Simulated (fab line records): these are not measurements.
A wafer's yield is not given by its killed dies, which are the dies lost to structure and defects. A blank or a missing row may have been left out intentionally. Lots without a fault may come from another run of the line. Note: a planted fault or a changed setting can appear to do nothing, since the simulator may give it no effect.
Lot-split experiment	flow n5Finfet	on a route of 1938 steps: 7 lots, 21 wafers read

== THE SPLIT ITSELF ==
At N5_HKMG_FIN_ETCH_58 (etches SOC in N2/H2, target depth 215.8 nm, time 741 s), the setting sourceW was moved away from the recipe's 875 W on 10 of the 21 wafers read, by -16.6% to +7.2%. For the rest of the wafers, this setting stayed at what the recipe calls for.

The split's own step is where the reading is taken.

== THE READING ==
rfVppV, in V, at N5_HKMG_FIN_ETCH_58 (etches SOC in N2/H2, target depth 215.8 nm, time 741 s). On this fab line, fault-free wafers typically give 99.1 V with a standard deviation of 0.98 V.

wafer	tool, chamber at the split	sourceW as run, W	against the recipe	rfVppV, V	against lot-mates on the recipe
L081.1	rieDiel-01, 3	875	recipe	99.3	-
L081.3	rieDiel-01, 0	938.2	+7.2%	98.0	-1.2
L081.6	rieDiel-01, 0	875	recipe	99.1	-
L086.2	rieDiel-01, 2	875	recipe	96.1	-
L086.5	rieDiel-01, 1	875	recipe	98.4	-
L086.6	rieDiel-01, 2	875	recipe	97.9	-
L087.3	rieDiel-03, 0	814	-7.0%	102.0	+3.1
L087.4	rieDiel-03, 1	814	-7.0%	100.1	+1.2
L087.5	rieDiel-03, 3	875	recipe	98.9	-
L093.1	rieDiel-03, 0	875	recipe	99.0	-
L093.3	rieDiel-03, 2	729.4	-16.6%	106.7	+7.7
L093.4	rieDiel-03, 1	729.4	-16.6%	108.0	+9.0
L094.2	rieDiel-05, 3	875	recipe	98.0	-
L094.3	rieDiel-05, 1	875	recipe	98.9	-
L094.4	rieDiel-05, 2	875	recipe	99.1	-
L095.1	rieDiel-03, 0	922.7	+5.5%	97.4	-3.8
L095.3	rieDiel-03, 2	875	recipe	101.2	-
L095.4	rieDiel-03, 3	922.7	+5.5%	98.9	-2.3
L097.1	rieDiel-05, 3	915.7	+4.7%	96.2	no lot-mate on the recipe
L097.2	rieDiel-05, 0	915.7	+4.7%	97.7	no lot-mate on the recipe
L097.4	rieDiel-05, 2	915.7	+4.7%	97.4	no lot-mate on the recipe

FIT RESULTS
A straight line over all 21 wafers: rfVppV changes by -0.42 V for each +1% of sourceW; r = -0.90; the points scatter about the line by 1.3 V.
The same after taking each lot's own level away (the mean of its wafers on the recipe; 18 wafers): -0.458 V for each +1%; r = -0.95; scatter 0.99 V.
According to that fit, moving sourceW by its largest amount changes the reading by 7.6 V.
Measured against the standard deviation above, the lots' own levels, which go from 97.47 to 101.20 V, span 3.8 times it.
So the lot-to-lot level changes the slope little: the two slopes agree.
Check: for one of the wafers moved furthest among these (-16.6%), held out of the fit, the line's prediction against its lot-mates is +7.6 V. It came out at +7.7 V against them.
Tool readings at the split's step, against how far the setting was moved: rfVppV r = -0.90.

== OTHER SPLITS ON THESE WAFERS ==
Note: prior to the reading, these wafers also went through further splits. Each is held against what the fit with the lots' levels taken away leaves over:
other split on the same wafers	wafers away from the commonest value	r with rfVppV (lot level and that fit taken away)
N5_WELL_APT_COAT_19 spinRpm	10	+0.18
N5_WELL_APT_EXPOSE_22 doseMj	10	+0.15
N5_PMOS_HMC_CHANNEL_EPI_COAT_31 spinRpm	6	+0.05
N5_PMOS_HMC_CHANNEL_EPI_EXPOSE_06 doseMj	2	-0.12
N5_DUMMY_GATE_COAT_28 spinRpm	10	-0.18
N5_DUMMY_GATE_EXPOSE_12 doseMj	7	+0.22
N5_DUMMY_GATE_ETCH_37 sourceW	8	-0.30
N5_SD_EPI_P_EPI_21 epiGrowthTimeS	5	+0.25

== FILE'S OWN FIT ==
rfVppV changes by -0.439 V for each +1% of sourceW, r = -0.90.
